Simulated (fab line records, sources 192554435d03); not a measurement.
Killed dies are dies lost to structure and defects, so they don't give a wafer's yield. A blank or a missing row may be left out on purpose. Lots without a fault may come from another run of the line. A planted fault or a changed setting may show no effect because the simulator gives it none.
Problem report in the 8D (eight disciplines) form, filled by code | flow n5_finfet | the parts of the form that need people (team, actions taken, sign-off) are left out

1. THE PROBLEM
oes_product_au at N5_MOL_CONTACT_COAG_ETCH_90 reads a mean of 0.26 a.u. on 6 wafers of 2 lots; wafers without a fault read 0.65 a.u. with a standard deviation of 0.082. That is -4.8 standard deviations from the usual mean.
The step: etches SiARC in CF4, target depth 13 nm, time 21.7 s.
First seen on wafer L403.1, day 7 18:28, on rie_diel-04. The record holds 41 wafers of 14 lots with a number at this step. Rule for "out", or "out of limits": more than 4 standard deviations from the usual mean. The other wafers with a number count as sound.

2. WHAT IT IS AND WHAT IT IS NOT
question                    | is                       | is not
which readings at this step | oes_product_au           | cf4_flow_sccm, drypump_motor_current_A, etch_rf_on_time_s, rf_vpp_V, showerhead_plenum_p_Torr, throttle_valve_pct
which lots                  | L403, L404               | L392, L393, L394, L395, L396, L397, L398, L405, L406, L410, L414, L415
which wafers of those lots  | all that have a number   | -
read on which tools         | rie_diel-01, rie_diel-04 | rie_diel-05
when                        | from day 7 18:28         | up to then (20 sound wafers); but 15 sound wafers of L405, L406, L410, L414, L415 came after

3. SUSPECTS, AND WHAT RULES EACH OUT
Counting: a tool at a process step up to the reading stays a suspect if it ran every lot that is out and no sound lot after the first of them.
- cvd_co-01 at N5_MOL_CONTACT_COAG_CO_FILL_22 (material Co, precursor CCTBA/H2, target thk 20 nm): ruled out as a lasting fault. Sound lots L406, L414, L415 ran on it after its first lot that is out, L403 (day 7 11:22).
- euv_scanner-02 at N5_MOL_CONTACT_COAG_EXPOSE_81 (exposes mask VG, defocus 0 nm): ruled out as a lasting fault. Sound lots L406, L410 ran on it after its first lot that is out, L403 (day 7 18:09).
Left after counting: nothing in the record.

4. THE CAUSE (what the simulator had put in)
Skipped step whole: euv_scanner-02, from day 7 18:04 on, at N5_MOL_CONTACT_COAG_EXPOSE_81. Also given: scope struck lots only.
Counting ruled it out, wrongly: the rule takes a fault to strike every lot that its tool runs from its start on, and this one did not.

5. THE CHAIN OF EFFECTS, in route order
Each row: a reading whose mean over the struck wafers that have a number lies more than 3 standard deviations from the usual. Only readings for which the record gives a usual standard deviation are gone through. hours: the time from each lot's start at the first step in this table that gives one to its start at this step, as a median over the lots. sigmas: the change in usual standard deviations.
hours | step                        | reading        | usual     | on struck wafers | change | sigmas
0     | N5_MOL_CONTACT_COAG_ETCH_90 | oes_product_au | 0.65 a.u. | 0.26             | -0.39  | -4.8
The process steps in it:
- N5_MOL_CONTACT_COAG_ETCH_90: etches SiARC in CF4, target depth 13 nm, time 21.7 s.
Readings that are blank on the struck wafers while sound wafers have them: exposure_dose_mJ_cm2 at N5_MOL_CONTACT_COAG_EXPOSE_81; focus_offset_nm at N5_MOL_CONTACT_COAG_EXPOSE_81.

6. WHAT WOULD HAVE CAUGHT IT SOONER
In this record the first reading out of limits was taken at day 7 18:28, 0 hours after the fault began at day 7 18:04.
At N5_MOL_CONTACT_COAG_EXPOSE_81 the tool's readings are blank on the struck wafers, where sound wafers have them: an empty tool record is the first sign, and it was there at once.
